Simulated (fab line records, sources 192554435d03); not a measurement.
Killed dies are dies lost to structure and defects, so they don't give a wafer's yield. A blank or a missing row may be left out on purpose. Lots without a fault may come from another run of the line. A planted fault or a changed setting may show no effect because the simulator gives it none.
Which tool did it? | flow n5_finfet | 9 lots, 27 wafers sampled, at 6 steps of a route of 1938

WHAT THE GAUGES READ, wafer by wafer
N5_SD_ACTIVATION_RS_MEAS_03: measures by four-point-probe. Usual: RS_SD_N 21.93 ohm/sq, standard deviation 0.26; RS_SD_P 56.1 ohm/sq, standard deviation 0.99.
lot  | measured    | on            | RS_SD_N (ohm/sq)  | RS_SD_P (ohm/sq) | flag
L559 | day 3 12:11 | film_metro-01 | 22.27 22.30 22.24 | 55.3 55.7 55.7   |
L564 | day 4 17:18 | film_metro-02 | 21.65 21.78 22.07 | 56.1 57.0 56.6   |
L568 | day 5 15:07 | film_metro-01 | 23.87 23.69 23.81 | 56.7 56.6 56.2   | OFF
L569 | day 5 21:16 | film_metro-02 | 21.84 21.61 22.00 | 56.1 56.4 55.5   |
L570 | day 6 07:38 | film_metro-01 | 23.33 23.34 23.14 | 54.3 54.8 54.0   | OFF
L573 | day 6 21:26 | film_metro-01 | 21.75 22.03 21.84 | 57.4 56.0 56.6   |
L580 | day 8 15:05 | film_metro-02 | 21.92 21.98 21.85 | 56.2 57.1 56.0   |
L581 | day 8 20:40 | film_metro-02 | 22.01 21.63 21.78 | 55.3 56.0 55.6   |
L582 | day 9 05:19 | film_metro-01 | 21.49 22.11 21.90 | 57.2 57.4 57.3   |

N5_ILD0_THK_MEAS_08. Usual: thk_nm 138.8 nm, standard deviation 0.82.
lot  | measured    | on            | thk_nm (nm)       | flag
L559 | day 3 15:30 | film_metro-01 | 139.6 138.0 139.0 |
L564 | day 4 20:43 | film_metro-01 | 138.6 138.1 139.3 |
L568 | day 5 18:27 | film_metro-02 | 138.1 139.3 139.8 |
L569 | day 6 00:35 | film_metro-01 | 138.7 138.7 139.3 |
L570 | day 6 10:58 | film_metro-02 | 139.0 139.7 140.0 |
L573 | day 7 00:46 | film_metro-01 | 138.3 139.6 139.0 |
L580 | day 8 18:29 | film_metro-01 | 139.4 138.7 137.8 |
L581 | day 9 00:02 | film_metro-01 | 138.4 138.9 139.2 |
L582 | day 9 08:40 | film_metro-01 | 138.7 139.4 140.6 |

N5_BEOL_M4_RC_MEAS_101. Usual: DIBL_N 36.4 mV/V, standard deviation 1.5; DIBL_P 35.8 mV/V, standard deviation 1.7; IOFF_N 0.154 nA/um, standard deviation 0.022; IOFF_P 0.21 nA/um, standard deviation 0.031; ION_N 672 uA/um, standard deviation 8.8; ION_P 462 uA/um, standard deviation 7.2; RC_DENSE_N 19.1 ohm.um, standard deviation 0.33; RC_N 15.54 ohm.um, standard deviation 0.26; REXT_N 75.0 ohm.um, standard deviation 1.4; RS_SD_N 28.5 ohm/sq, standard deviation 0.34; SS_N 71.5 mV/dec, standard deviation 0.53; SS_P 73.2 mV/dec, standard deviation 0.62; VT_N 250.4 mV, standard deviation 2.5; VT_P -250 mV, standard deviation 3.5.
lot  | measured     | on        | DIBL_N (mV/V)  | DIBL_P (mV/V)  | IOFF_N (nA/um)    | IOFF_P (nA/um) | ION_N (uA/um) | ION_P (uA/um) | RC_DENSE_N (ohm.um) | RC_N (ohm.um)     | REXT_N (ohm.um) | RS_SD_N (ohm/sq) | SS_N (mV/dec)  | SS_P (mV/dec)  | VT_N (mV)         | VT_P (mV)      | flag
L559 | day 7 23:47  | prober-02 | 34.1 34.6 33.9 | 33.9 33.9 33.5 | 0.133 0.134 0.132 | 0.19 0.19 0.19 | 656 662 662   | 460 461 458   | 19.3 19.1 19.1      | 15.44 15.52 15.51 | 76.7 75.7 76.1  | 28.6 28.8 28.9   | 71.0 71.0 71.2 | 72.6 72.5 71.9 | 250.9 250.6 251.0 | -253 -251 -251 |
L564 | day 9 13:22  | prober-02 | 33.9 34.0 33.9 | 33.6 33.7 33.1 | 0.131 0.127 0.124 | 0.21 0.20 0.20 | 672 672 668   | 476 470 465   | 19.1 19.1 19.2      | 15.65 15.61 15.73 | 75.4 76.0 75.5  | 28.2 28.2 28.6   | 71.3 71.7 71.7 | 72.9 72.5 72.6 | 252.0 253.0 250.6 | -247 -248 -248 |
L568 | day 11 06:26 | prober-01 | 35.6 34.5 32.9 | 36.8 35.9 34.1 | 0.128 0.113 0.095 | 0.19 0.18 0.16 | 649 644 648   | 449 456 458   | 20.2 20.9 19.9      | 16.44 16.86 16.17 | 81.4 81.1 80.5  | 30.7 30.5 30.8   | 71.4 71.5 71.1 | 73.2 73.1 72.6 | 256.4 255.7 258.5 | -255 -252 -252 | OFF
L569 | day 11 04:04 | prober-01 | 37.0 35.6 37.3 | 35.7 34.9 37.0 | 0.159 0.139 0.179 | 0.23 0.21 0.25 | 670 667 684   | 468 463 477   | 19.1 19.1 19.1      | 15.55 15.54 15.71 | 75.1 75.5 75.4  | 28.0 27.9 28.3   | 72.1 71.1 71.4 | 72.6 72.8 73.5 | 249.8 251.1 246.8 | -246 -246 -245 |
L570 | day 11 22:44 | prober-01 | 36.5 35.6 35.7 | 35.9 35.4 35.6 | 0.134 0.130 0.136 | 0.21 0.20 0.21 | 654 661 648   | 460 460 459   | 20.6 20.3 20.9      | 16.79 16.57 16.88 | 79.3 80.0 79.1  | 30.3 30.1 30.0   | 71.6 70.6 71.1 | 73.3 72.7 73.5 | 254.1 251.9 255.1 | -250 -251 -250 | OFF
L573 | day 12 03:29 | prober-01 | 34.0 36.8 38.0 | 32.8 36.6 38.7 | 0.113 0.164 0.192 | 0.14 0.19 0.22 | 661 675 672   | 452 455 452   | 19.2 19.2 19.0      | 15.69 15.44 15.56 | 74.3 74.8 74.1  | 28.1 28.4 28.4   | 70.9 72.1 72.7 | 72.7 72.6 73.5 | 255.3 250.1 247.2 | -260 -254 -254 |
L580 | day 13 09:31 | prober-02 | 36.4 37.1 34.9 | 36.2 37.2 35.0 | 0.147 0.164 0.129 | 0.24 0.26 0.23 | 668 676 668   | 468 473 471   | 18.9 19.0 18.8      | 15.56 15.49 15.28 | 77.1 77.2 76.8  | 28.5 28.6 28.3   | 71.5 72.2 71.3 | 73.6 72.9 73.0 | 252.1 247.9 251.7 | -247 -245 -245 |
L581 | day 13 12:50 | prober-01 | 35.1 36.8 36.6 | 33.8 36.1 35.9 | 0.138 0.174 0.166 | 0.20 0.25 0.23 | 674 677 688   | 470 461 474   | 18.9 19.0 18.7      | 15.30 15.54 15.31 | 78.0 77.4 76.7  | 28.7 28.3 28.3   | 71.1 72.0 71.8 | 72.7 73.0 73.3 | 249.0 248.0 248.0 | -247 -247 -248 |
L582 | day 14 10:36 | prober-02 | 36.9 37.7 37.4 | 35.3 36.1 35.3 | 0.148 0.170 0.148 | 0.20 0.21 0.19 | 680 679 672   | 458 459 461   | 19.0 18.9 18.5      | 15.48 15.34 15.10 | 75.0 75.5 74.9  | 27.7 28.1 28.4   | 70.7 72.0 71.9 | 72.9 73.4 72.2 | 251.6 249.5 249.1 | -250 -251 -251 |

WHICH TOOL RAN EACH LOT (tool, then ch and the chambers of the sampled wafers, then the start)
lot  | N5_SD_EPI_N_EPI_21             | N5_SD_EPI_P_DESCUM_14             | N5_ILD0_CMP_03
L559 | epi_rpcvd-03 ch 0, day 3 04:42 | rie_diel-03 ch 1,2, day 3 07:08   | cmp-03 ch 0,1,2, day 3 14:53
L564 | epi_rpcvd-04 ch 0, day 4 09:30 | rie_diel-05 ch 0,1,2, day 4 13:09 | cmp-01 ch 0,2,3, day 4 20:08
L568 | epi_rpcvd-03 ch 0, day 5 08:24 | rie_diel-05 ch 0,2,3, day 5 10:55 | cmp-04 ch 1,2, day 5 17:49
L569 | epi_rpcvd-02 ch 0, day 5 14:42 | rie_diel-03 ch 0,3, day 5 16:55   | cmp-01 ch 0,3, day 6 00:00
L570 | epi_rpcvd-03 ch 0, day 6 00:41 | rie_diel-04 ch 0,1, day 6 03:26   | cmp-01 ch 2,3, day 6 10:20
L573 | epi_rpcvd-04 ch 0, day 6 13:58 | rie_diel-04 ch 0,1,2, day 6 17:16 | cmp-01 ch 0,2,3, day 7 00:09
L580 | epi_rpcvd-03 ch 0, day 8 08:21 | rie_diel-05 ch 0,2, day 8 10:44   | cmp-04 ch 0,3, day 8 17:52
L581 | epi_rpcvd-03 ch 0, day 8 13:51 | rie_diel-03 ch 0,1,3, day 8 16:30 | cmp-03 ch 1,2,3, day 8 23:28
L582 | epi_rpcvd-03 ch 0, day 8 21:24 | rie_diel-04 ch 1,3, day 9 00:20   | cmp-01 ch 2,3, day 9 08:03
- N5_SD_EPI_N_EPI_21: deposits Si:P, time 690 s.
- N5_SD_EPI_P_DESCUM_14: chemistry O2, time 7.9 s.
- N5_ILD0_CMP_03: polishes, stops on SiNx, t overpolish 1.9 s, target thk 197.38 nm.

WHAT THE TOOLS THEMSELVES READ (means of the sampled wafers that have a number; where no wafer has one, the mark that the record gives instead)
N5_SD_EPI_P_DESCUM_14. Usual: drypump_motor_current_A 5.5 A, standard deviation 0.44; oes_product_au 0.78 a.u., standard deviation 0.074; rf_vpp_V 243.2 V, standard deviation 1.4; showerhead_plenum_p_Torr 2.11 Torr, standard deviation 0.063; throttle_valve_pct 20.39 %, standard deviation 0.14.
lot  | tool        | drypump_motor_current_A (A) | oes_product_au (a.u.) | rf_vpp_V (V) | showerhead_plenum_p_Torr (Torr) | throttle_valve_pct (%) | flag
L559 | rie_diel-03 | 5.3                         | 0.73                  | 243.6        | 2.13                            | 20.54                  |
L564 | rie_diel-05 | 5.6                         | 0.76                  | 243.0        | 2.10                            | 20.35                  |
L568 | rie_diel-05 | 5.5                         | 0.75                  | 244.0        | 2.13                            | 20.42                  |
L569 | rie_diel-03 | 5.8                         | 0.79                  | 242.6        | 2.07                            | 20.25                  |
L570 | rie_diel-04 | 5.4                         | 0.80                  | 243.4        | 2.13                            | 20.42                  |
L573 | rie_diel-04 | 5.3                         | 0.87                  | 244.2        | 2.12                            | 20.30                  |
L580 | rie_diel-05 | 5.2                         | 0.72                  | 244.1        | 2.14                            | 20.50                  |
L581 | rie_diel-03 | 5.7                         | 0.77                  | 243.0        | 2.09                            | 20.38                  |
L582 | rie_diel-04 | 5.1                         | 0.78                  | 244.2        | 2.19                            | 20.57                  |

N5_ILD0_CMP_03. Usual: motor_current_A 12.3 A, standard deviation 0.97; overpolish_run_s 1.899 s, standard deviation 0.0093; time_to_endpoint_s 70.1 s, standard deviation 3.
lot  | tool   | motor_current_A (A) | overpolish_run_s (s) | time_to_endpoint_s (s) | flag
L559 | cmp-03 | 12.8                | 1.892                | 66.9                   |
L564 | cmp-01 | 11.9                | 1.908                | 68.7                   |
L568 | cmp-04 | 13.6                | 1.893                | 69.5                   |
L569 | cmp-01 | 11.2                | 1.894                | 68.9                   |
L570 | cmp-01 | 11.8                | 1.900                | 67.1                   |
L573 | cmp-01 | 11.7                | 1.898                | 69.5                   |
L580 | cmp-04 | 12.7                | 1.912                | 71.4                   |
L581 | cmp-03 | 12.4                | 1.888                | 72.4                   |
L582 | cmp-01 | 11.9                | 1.904                | 69.5                   |

THE ANSWER, worked out from the rows above alone
Rule: a lot is off if the mean of its wafers that have a number lies more than 3 standard deviations from the usual mean. A lot without any number at a reading at which 4 lots or more have one is off too. The other lots that the step has rows for count as sound. The gauges are gone through in route order, then the tools' own readings, and for those a lot's mean is taken as printed above. The first step at which some lot is off is used, and at that step the reading that is off furthest; a lot without a number counts as furthest.
Off: L568, L570, at N5_SD_ACTIVATION_RS_MEAS_03 (RS_SD_N).
A tool fits if, at a process step before that reading, it ran every lot that is off, and no sound lot after the first of them. The gauges at N5_SD_ACTIVATION_RS_MEAS_03 aren't tried: what is off there is off at N5_BEOL_M4_RC_MEAS_101 too, on other tools, and a gauge's error can't cause that. None of those tried fits.

WHAT THE SIMULATOR HAD PUT IN
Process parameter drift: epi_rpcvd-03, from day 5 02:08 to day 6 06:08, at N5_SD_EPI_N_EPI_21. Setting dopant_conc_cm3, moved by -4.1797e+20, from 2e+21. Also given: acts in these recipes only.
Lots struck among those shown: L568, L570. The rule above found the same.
